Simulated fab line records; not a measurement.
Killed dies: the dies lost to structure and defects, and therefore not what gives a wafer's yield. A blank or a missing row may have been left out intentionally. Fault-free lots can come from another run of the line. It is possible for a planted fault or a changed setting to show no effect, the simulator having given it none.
The tool behind it: which one?	flow nand-harc	Sampling: 10 lots, 30 wafers, 7 of 1302 route steps

## WHAT EACH GAUGE READ, for each wafer
NHARC_A_CHANNEL_HOLE_D2_OVL_MEAS_11. Usual: overlay-x-nm -0.3 nm, standard deviation 0.87; overlay-y-nm 0.0 nm, standard deviation 1.
lot	measured	on	overlay-x-nm (nm)	overlay-y-nm (nm)	flag
L715	day 14 21:27	overlay-01	-0.6 -1.1 -0.8	-0.1 0.2 -0.4	
L713	day 14 21:40	overlay-02	-1.6 -2.4 -1.2	-1.3 -1.2 -1.1	
L714	day 14 22:22	overlay-01	-1.0 -0.7 -0.5	1.4 2.1 1.0	
L722	day 18 16:18	overlay-02	1.0 0.7 0.0	0.1 0.1 -0.1	
L724	day 19 07:16	overlay-02	1.8 1.1 1.0	-2.3 -2.2 -1.8	
L723	day 19 07:31	overlay-01	-0.4 -0.9 -0.6	-1.6 -1.6 -1.6	
L726	day 19 22:35	overlay-02	-1.3 -0.8 -0.2	1.0 0.9 1.1	
L728	day 20 06:45	overlay-02	-1.1 -1.2 -1.5	-0.1 0.3 0.1	
L727	day 20 07:32	overlay-01	0.8 0.9 -0.1	-0.3 -0.4 -0.5	
L730	day 21 20:29	overlay-02	-0.2 0.0 0.5	0.6 0.0 0.4	

NHARC_A_CHANNEL_HOLE_D2_CD_MEAS_31. Usual: 91.0 nm for cd-nm, sd 1.6.
lot	measured	on	cd-nm (nm)	flag
L715	day 15 04:15	cd-sem-01	0.9 -0.1 2.2	OFF
L713	day 15 07:17	cd-sem-02	-0.7 4.4 2.8	OFF
L714	day 15 08:24	cd-sem-02	89.0 89.1 89.3	
L722	day 18 23:07	cd-sem-02	92.3 92.1 92.3	
L724	day 19 14:25	cd-sem-02	89.8 91.0 89.9	
L723	day 19 16:37	cd-sem-02	91.0 89.7 89.2	
L726	day 20 05:23	cd-sem-03	92.6 93.1 90.9	
L728	day 20 14:37	cd-sem-01	93.3 92.7 92.3	
L727	day 20 15:28	cd-sem-01	88.2 92.1 90.2	
L730	day 22 03:17	cd-sem-03	89.4 90.5 91.5	

NHARC_END_SORT_01. Usual: killed-at-array 59, standard deviation 17; killed-at-other 0.9, standard deviation 1.6; killed-at-periphery 3.7, standard deviation 2.3; killed-dies 64, standard deviation 17; killed-open 3.3, standard deviation 1.8; killed-short 2.4, standard deviation 1.6.
lot	measured	on	killed-at-array	killed-at-other	killed-at-periphery	killed-dies	killed-open	killed-short	flag
L715	day 26 05:04	prober-02	674 673 674	0 0 0	3 4 3	677 677 677	5 4 4	4 1 3	OFF
L713	day 26 05:42	prober-01	669 672 664	3 1 6	5 4 7	677 677 677	1 1 0	3 1 2	OFF
L723	day 30 06:09	prober-01	66 74	1 0	0 2	67 76	4 3	2 0	
L726	day 30 20:25	prober-02	51 66 70	0 1 0	1 1 1	52 68 71	2 2 0	0 2 1	
L728	day 31 09:56	prober-01	76 64 83	5 4 0	3 4 4	84 72 87	3 2 4	4 4 2	
L727	day 31 10:04	prober-02	81 75 76	0 0 0	1 4 2	82 79 78	1 7 2	1 3 4	

## TOOL THAT RAN EACH LOT (tool first, then ch and the chambers of the sampled wafers, then the start)
lot	NHARC_A_CHANNEL_HOLE_D2_ETCH_34	NHARC_A_CHANNEL_HOLE_D2_ETCH_21	NHARC_A_CHANNEL_HOLE_D2_ETCH_24	NHARC_A_CHANNEL_HOLE_D2_XSEM_32
L715	rie-diel-02 ch 0,1,2, day 14 23:10 or earlier	har-etch-02 ch 0,1, day 14 23:10	har-etch-02 ch 0,1, day 15 00:52	xsem-01 ch 0, day 15 04:20
L713	rie-diel-01 ch 0,3, day 15 01:20 or earlier	har-etch-01 ch 0,1, day 15 01:20	har-etch-01 ch 0,1, day 15 03:05	xsem-02 ch 0, day 15 07:23
L714	rie-diel-13 ch 0,1,3, day 15 03:23 or earlier	har-etch-02 ch 0,1, day 15 03:23	har-etch-02 ch 0,1, day 15 05:10	xsem-01 ch 0, day 15 08:29
L722	rie-diel-01 ch 0,1,2, day 18 18:01 or earlier	har-etch-01 ch 0,1, day 18 18:01	har-etch-01 ch 0,1, day 18 19:44	xsem-02 ch 0, day 18 23:13
L724	rie-diel-13 ch 0,1,3, day 19 09:19 or earlier	har-etch-02 ch 0,1, day 19 09:19	har-etch-02 ch 0,1, day 19 11:07	xsem-02 ch 0, day 19 14:30
L723	rie-diel-01 ch 0,2,3, day 19 11:23 or earlier	har-etch-01 ch 0,1, day 19 11:23	har-etch-01 ch 0,1, day 19 13:05	xsem-01 ch 0, day 19 16:42
L726	rie-diel-01 ch 0,2,3, day 20 00:26 or earlier	har-etch-01 ch 0,1, day 20 00:26	har-etch-01 ch 0,1, day 20 02:14	xsem-02 ch 0, day 20 05:29
L728	rie-diel-02 ch 2,3, day 20 09:31 or earlier	har-etch-01 ch 0,1, day 20 09:31	har-etch-01 ch 0,1, day 20 11:13	xsem-01 ch 0, day 20 14:41
L727	rie-diel-13 ch 1,2, day 20 10:22 or earlier	har-etch-02 ch 0,1, day 20 10:22	har-etch-02 ch 0,1, day 20 12:04	xsem-02 ch 0, day 20 15:34
L730	rie-diel-01 ch 0,1, day 21 22:16 or earlier	har-etch-02 ch 0,1, day 21 22:16	har-etch-02 ch 0,1, day 22 00:01	xsem-01 ch 0, day 22 03:22
- NHARC_A_CHANNEL_HOLE_D2_ETCH_34: etches the open film in CF4/CHF3, target depth 154 nm, time 77 s.
- NHARC_A_CHANNEL_HOLE_D2_ETCH_21: etches the open film in C4F8/O2/Ar, time 514.3 s, target depth 1600 nm.
- NHARC_A_CHANNEL_HOLE_D2_ETCH_24: etches the open film in C4F8/O2/Ar, time 906.2 s, target depth 1500 nm.
- NHARC_A_CHANNEL_HOLE_D2_XSEM_32

## WHAT THE TOOLS THEMSELVES READ (means of the sampled wafers that have a number; where no wafer has one, the mark that the record gives instead)
NHARC_A_CHANNEL_HOLE_D2_ETCH_34. Usual: bias-w 200.0 W, standard deviation 0.64; cf4-flow-sccm 100.0 sccm, standard deviation 0.31; drypump-motor-current-A 5.8 A, standard deviation 0.45; mfc-ar-sccm 0.011 sccm, standard deviation 0.013; oes-product-au 0.958 a.u., standard deviation 0.024; rf-vpp-V 370.3 V, standard deviation 2.7; showerhead-plenum-p-Torr 1.56 Torr, standard deviation 0.076; throttle-valve-pct 16.802 %, standard deviation 0.0083.
lot	tool	bias-w (W)	cf4-flow-sccm (sccm)	drypump-motor-current-A (A)	mfc-ar-sccm (sccm)	oes-product-au (a.u.)	rf-vpp-V (V)	showerhead-plenum-p-Torr (Torr)	throttle-valve-pct (%)	flag
L715	rie-diel-02	200.3	100.0	5.8	0.023	0.962	370.6	1.56	16.800	
L713	rie-diel-01	199.9	100.1	5.7	0.009	0.955	372.7	1.64	16.808	
L714	rie-diel-13	200.1	99.9	6.0	0.003	0.904	371.3	1.60	16.797	
L722	rie-diel-01	200.7	100.3	6.0	0.015	0.972	368.2	1.51	16.796	
L724	rie-diel-13	199.9	100.2	6.0	0.003	0.963	372.0	1.59	16.806	
L723	rie-diel-01	200.0	99.9	5.8	0.009	0.957	370.9	1.57	16.805	
L726	rie-diel-01	200.0	100.3	5.8	0.009	0.981	371.2	1.57	16.800	
L728	rie-diel-02	199.8	100.1	5.7	0.000	0.975	373.0	1.62	16.804	
L727	rie-diel-13	199.3	100.2	6.0	0.019	0.993	371.6	1.59	16.807	
L730	rie-diel-01	200.3	100.1	6.2	0.024	0.950	368.7	1.54	16.806	

NHARC_A_CHANNEL_HOLE_D2_ETCH_21. Usual: c4f8-flow-sccm 89.35 sccm, standard deviation 0.29; chamber-pressure-mTorr 19.999 mTorr, standard deviation 0.02; drypump-motor-current-A 5.3 A, standard deviation 0.46; mfc-ar-sccm 374.8 sccm, standard deviation 1; showerhead-plenum-p-Torr 3.61 Torr, standard deviation 0.14; throttle-valve-pct 32.155 %, standard deviation 0.0088.
lot	tool	c4f8-flow-sccm (sccm)	chamber-pressure-mTorr (mTorr)	drypump-motor-current-A (A)	mfc-ar-sccm (sccm)	showerhead-plenum-p-Torr (Torr)	throttle-valve-pct (%)	flag
L715	har-etch-02	-	-	-	-	-	-	OFF
L713	har-etch-01	-	-	-	-	-	-	OFF
L714	har-etch-02	89.33	19.987	5.6	374.7	3.68	32.162	
L722	har-etch-01	89.49	19.978	5.0	374.4	3.54	32.155	
L724	har-etch-02	89.36	20.002	5.5	373.7	3.77	32.151	
L723	har-etch-01	89.44	20.013	5.0	375.7	3.54	32.151	
L726	har-etch-01	89.19	19.993	5.3	374.5	3.49	32.162	
L728	har-etch-01	89.08	19.984	5.1	374.4	3.53	32.151	
L727	har-etch-02	89.18	19.985	5.5	374.9	3.76	32.154	
L730	har-etch-02	89.21	20.002	5.6	374.4	3.75	32.151	

NHARC_A_CHANNEL_HOLE_D2_ETCH_24. Usual: c4f8-flow-sccm 93.79 sccm, standard deviation 0.3; chamber-pressure-mTorr 19.999 mTorr, standard deviation 0.019; drypump-motor-current-A 5.3 A, standard deviation 0.46; mfc-ar-sccm 375.0 sccm, standard deviation 1.2; showerhead-plenum-p-Torr 3.60 Torr, standard deviation 0.14; throttle-valve-pct 32.234 %, standard deviation 0.0091.
lot	tool	c4f8-flow-sccm (sccm)	chamber-pressure-mTorr (mTorr)	drypump-motor-current-A (A)	mfc-ar-sccm (sccm)	showerhead-plenum-p-Torr (Torr)	throttle-valve-pct (%)	flag
L715	har-etch-02	93.80	20.008	5.2	373.7	3.63	32.236	
L713	har-etch-01	93.84	19.992	5.3	375.8	3.52	32.229	
L714	har-etch-02	93.78	19.990	5.6	376.1	3.67	32.235	
L722	har-etch-01	93.71	19.996	5.1	375.1	3.54	32.228	
L724	har-etch-02	93.55	19.984	5.6	374.6	3.76	32.236	
L723	har-etch-01	93.61	19.997	5.0	374.7	3.53	32.228	
L726	har-etch-01	93.84	20.000	5.4	374.3	3.48	32.229	
L728	har-etch-01	94.15	20.013	5.1	374.5	3.52	32.225	
L727	har-etch-02	93.68	19.992	5.6	375.1	3.75	32.239	
L730	har-etch-02	93.87	19.986	5.6	375.4	3.74	32.237	

NHARC_A_CHANNEL_HOLE_D2_XSEM_32. Usual: bot-cd-nm 75.4 nm, standard deviation 1.8; bow-nm 8.69 nm, standard deviation 0.26; tilt-deg 0.08 degrees, standard deviation 0.043.
lot	tool	bot-cd-nm (nm)	bow-nm (nm)	tilt-deg (degrees)	flag
L715	xsem-01	0.8	0.70	0.11	OFF
L713	xsem-02	2.0	0.66	0.16	OFF
L714	xsem-01	72.6	9.02	0.01	
L722	xsem-02	76.2	9.27	0.10	
L724	xsem-02	74.7	8.45	0.01	
L723	xsem-01	73.7	8.62	0.07	
L726	xsem-02	76.6	8.94	0.05	
L728	xsem-01	77.3	8.84	0.11	
L727	xsem-02	76.0	8.63	0.10	
L730	xsem-01	74.5	8.77	0.03	

## THE ANSWER, worked out from the rows above alone
Rule: take the mean of a lot's wafers that have a number; if it is more than 3 standard deviations from the usual mean, the lot is off. A lot without any number at a reading at which 4 lots or more have one is off too. All remaining lots with rows at the step are treated as sound. After the gauges, taken in route order, come the tools' own readings; for these a lot's mean is taken, as printed above. The first step at which some lot is off is used, and at that step the reading that is off furthest; a lot without a number counts as furthest.
Off: L715, L713 (NHARC_A_CHANNEL_HOLE_D2_CD_MEAS_31, cd-nm).
If a tool, at a process step before that reading, ran all the lots that are off and no sound lot after the first of them, it fits. The gauges at NHARC_A_CHANNEL_HOLE_D2_CD_MEAS_31 aren't tried: what is off there is off at NHARC_END_SORT_01 too, on other tools, and a gauge's error can't cause that. Because NHARC_A_CHANNEL_HOLE_D2_ETCH_34 lacks a start for some lots, the hours and order of its lots are taken from NHARC_A_CHANNEL_HOLE_D2_ETCH_21. Not one of the candidates tried fits.

## WHAT HAD BEEN PUT IN BY THE SIMULATOR
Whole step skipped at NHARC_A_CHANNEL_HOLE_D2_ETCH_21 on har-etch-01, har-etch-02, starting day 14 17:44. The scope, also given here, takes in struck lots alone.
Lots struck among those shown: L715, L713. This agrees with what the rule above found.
